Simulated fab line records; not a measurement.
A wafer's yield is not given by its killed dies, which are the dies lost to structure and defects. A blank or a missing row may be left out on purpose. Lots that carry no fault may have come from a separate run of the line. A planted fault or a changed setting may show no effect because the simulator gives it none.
A lot that was struck, set against a sound lot | flow nand-harc | 15 steps out of a route of 1302
Sound: these wafers, L315.2, L315.4, L315.6. Struck: wafers L303.2, L303.5, L303.6. Last of all comes the cause.
At each step with rows: each side's tool, then ch and its chambers, then its first start. Under that, the readings that differ: sound wafers | struck wafers | difference of the means | sigmas: that difference in standard deviations of wafers without a fault.
alike: a reading whose means differ by less than 2 such deviations, as well as words and numbers matching on both sides. not compared: withheld readings; readings where some wafer has no value; bounds like >300 that might hide an equal value; numbers whose values overlap and for which the record gives no deviation.
A row with sigmas, a row that says differs or no value, or rows on one side alone: a step with any of these is where the two part. Numbers that don't overlap but have no deviation are shown without sigmas and don't part them. Lack of a reading on every wafer of one side parts them only where that side has two or more wafers.

first, 2 steps without rows for these wafers: NHARC_P_GATE_PEB_89 (peb time 85 s); NHARC_P_GATE_DEVELOP_90 (time 70 s).
NHARC_P_GATE_CD_MEAS_91 targets a cd of 2000 nm.
  sound on cd-sem-01 ch 0, day 12 09:20; struck on cd-sem-02 ch 0, day 7 07:55
  alike: cd-nm
then, 1 step without rows for these wafers: NHARC_P_GATE_HARDBAKE_92 (time 80 s).
NHARC_P_GATE_DESCUM_93: chemistry O2, time 3 s.
  sound on rie-diel-09 ch 2,3, day 12 09:30; struck on rie-diel-04 ch 0,1,3, day 7 08:07
  alike: drypump-motor-current-A, oes-product-au, rf-vpp-V, showerhead-plenum-p-Torr, throttle-valve-pct
  not compared: rf-hours-counter-h
following that, these wafers have no rows for 1 step: NHARC_P_GATE_IMPLANT_94.
NHARC_P_GATE_STRIP_113: strips in N2/H2, time 740 s.
  sound on plasma-asher-01 ch 0,1, day 12 09:59; struck on plasma-asher-01 ch 0,1, day 7 09:02
  alike: drypump-motor-current-A, heater-power-w
  not compared: rf-hours-counter-h
NHARC_P_GATE_STRIP_95: strips in O2.
  sound on plasma-asher-01 ch 0,1, day 12 10:35; struck on plasma-asher-01 ch 0,1, day 7 09:38
  alike: drypump-motor-current-A, heater-power-w
  not compared: rf-hours-counter-h
then, 1 step without rows for these wafers: NHARC_P_GATE_STRIP_96 (strips in SPM, time 900 s).
NHARC_P_GATE_RTA_64: time 1 s.
  sound on rtp-anneal-02 ch 0, day 12 11:10; struck on rtp-anneal-01 ch 0, day 7 10:13
  reading             | sound    | struck   | difference | sigmas
  lamp-power-pct (%)  | 28 28 28 | 36 36 36 | +8         | +2
  lamp_zone_3_pct (%) | 28 28 28 | 36 36 36 | +8         | +2
  alike: wafer_temp_C_max
then, 1 step without rows for these wafers: NHARC_P_GATE_ETCH_77 (etches SiO2 in dHF, target depth 6 nm).
NHARC_P_GATE_DEGAS_109: time 60 s.
  struck on pvd-sputter-02, day 7 10:30; sound on pvd-sputter-03, day 12 11:27
  alike: heater-power-w
NHARC_P_GATE_PRE_CLEAN_110: time 30 s.
  struck on pvd-sputter-02, day 7 10:33; sound on pvd-sputter-03, day 12 11:30
  no value came back on the struck wafers for bias-v (V), time-s (s); on the sound wafers bias-v (V) reads 199.4 200.6 195.8
then, 2 steps without rows for these wafers: NHARC_P_GATE_SPUTTER_78 (material Ni, target thk 10 nm); NHARC_END_SORT_01.

WHERE THEY PART
Earliest at NHARC_P_GATE_RTA_64; latest, in this record, at NHARC_P_GATE_PRE_CLEAN_110.

WHY: whatever the simulator had introduced
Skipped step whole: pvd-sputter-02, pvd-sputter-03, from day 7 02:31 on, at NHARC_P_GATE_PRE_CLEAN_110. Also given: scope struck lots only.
